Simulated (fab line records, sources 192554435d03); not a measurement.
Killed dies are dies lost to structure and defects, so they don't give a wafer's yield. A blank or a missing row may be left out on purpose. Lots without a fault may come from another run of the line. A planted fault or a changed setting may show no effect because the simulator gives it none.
Split-lot experiment | flow n5_finfet | 7 lots, 39 wafers read, on a route of 1938 steps

THE SPLIT
At N5_DUMMY_GATE_HM_DEP_06 (deposits SiNx from DCS/NH3, target thk 80 nm, time 5141 s), the setting target_thk_a was moved away from the recipe's 800 angstrom on 18 of the 39 wafers read, by -4.9% to +8.2%. The other wafers ran this setting at the recipe's value.

The reading is taken at the split's own step.

THE READING
SiNx_of_DUMMY_GATE_HM_DEP_06.thk_nm (the simulator's own value, which no gauge read), in nm, at N5_DUMMY_GATE_HM_DEP_06 (deposits SiNx from DCS/NH3, target thk 80 nm, time 5141 s). The file gives no usual value for it. The 21 wafers here that ran the recipe average 79.8 nm, standard deviation 0.52 nm.

wafer  | tool, chamber at the split | target_thk_a as run, angstrom | against the recipe | SiNx_of_DUMMY_GATE_HM_DEP_06.thk_nm, nm | against lot-mates on the recipe
L077.1 | -, -                       | 763.4                         | -4.6%              | 77.6                                    | no lot-mate on the recipe
L077.4 | -, -                       | 763.4                         | -4.6%              | 77.6                                    | no lot-mate on the recipe
L077.5 | -, -                       | 763.4                         | -4.6%              | 77.6                                    | no lot-mate on the recipe
L077.2 | -, -                       | 763.4                         | -4.6%              | 77.4                                    | no lot-mate on the recipe
L077.3 | -, -                       | 763.4                         | -4.6%              | 77                                      | no lot-mate on the recipe
L077.6 | -, -                       | 763.4                         | -4.6%              | 77                                      | no lot-mate on the recipe
L083.1 | lpcvd-02, 0/65             | 800                           | recipe             | 79.4                                    | -
L083.3 | lpcvd-02, 0/75             | 800                           | recipe             | 80.6                                    | -
L083.5 | lpcvd-02, 0/84             | 800                           | recipe             | 79.8                                    | -
L084.1 | -, -                       | 800                           | recipe             | 80.4                                    | -
L084.2 | -, -                       | 800                           | recipe             | 80.6                                    | -
L084.3 | -, -                       | 800                           | recipe             | 80.8                                    | -
L084.4 | -, -                       | 800                           | recipe             | 80                                      | -
L084.5 | -, -                       | 800                           | recipe             | 80.2                                    | -
L084.6 | -, -                       | 800                           | recipe             | 80.2                                    | -
L090.1 | -, -                       | 800                           | recipe             | 79.2                                    | -
L090.3 | -, -                       | 800                           | recipe             | 79.2                                    | -
L090.2 | -, -                       | 800                           | recipe             | 79                                      | -
L090.4 | -, -                       | 800                           | recipe             | 79                                      | -
L090.5 | -, -                       | 800                           | recipe             | 79.6                                    | -
L090.6 | -, -                       | 800                           | recipe             | 79.6                                    | -
L092.1 | -, -                       | 760.6                         | -4.9%              | 75.6                                    | no lot-mate on the recipe
L092.2 | -, -                       | 760.6                         | -4.9%              | 76.4                                    | no lot-mate on the recipe
L092.3 | -, -                       | 760.6                         | -4.9%              | 76.2                                    | no lot-mate on the recipe
L092.4 | -, -                       | 760.6                         | -4.9%              | 75.8                                    | no lot-mate on the recipe
L092.6 | -, -                       | 760.6                         | -4.9%              | 75.8                                    | no lot-mate on the recipe
L092.5 | -, -                       | 760.6                         | -4.9%              | 75.2                                    | no lot-mate on the recipe
L096.1 | -, -                       | 865.5                         | +8.2%              | 86.8                                    | no lot-mate on the recipe
L096.2 | -, -                       | 865.5                         | +8.2%              | 86.8                                    | no lot-mate on the recipe
L096.3 | -, -                       | 865.5                         | +8.2%              | 86.8                                    | no lot-mate on the recipe
L096.5 | -, -                       | 865.5                         | +8.2%              | 86.8                                    | no lot-mate on the recipe
L096.4 | -, -                       | 865.5                         | +8.2%              | 86.4                                    | no lot-mate on the recipe
L096.6 | -, -                       | 865.5                         | +8.2%              | 86.6                                    | no lot-mate on the recipe
L097.1 | -, -                       | 800                           | recipe             | 80.4                                    | -
L097.2 | -, -                       | 800                           | recipe             | 79.8                                    | -
L097.3 | -, -                       | 800                           | recipe             | 79.8                                    | -
L097.6 | -, -                       | 800                           | recipe             | 79.8                                    | -
L097.4 | -, -                       | 800                           | recipe             | 79.4                                    | -
L097.5 | -, -                       | 800                           | recipe             | 79.6                                    | -

THE FIT
A straight line over all 39 wafers: SiNx_of_DUMMY_GATE_HM_DEP_06.thk_nm changes by +0.78 nm for each +1% of target_thk_a; r = +0.98; the points scatter about the line by 0.62 nm.
Too few moved wafers have a lot-mate on the recipe to fit a line with each lot's own level taken away.

THE FILE'S OWN FIT
SiNx_of_DUMMY_GATE_HM_DEP_06.thk_nm changes by +0.78 nm for each +1% of target_thk_a, r = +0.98.
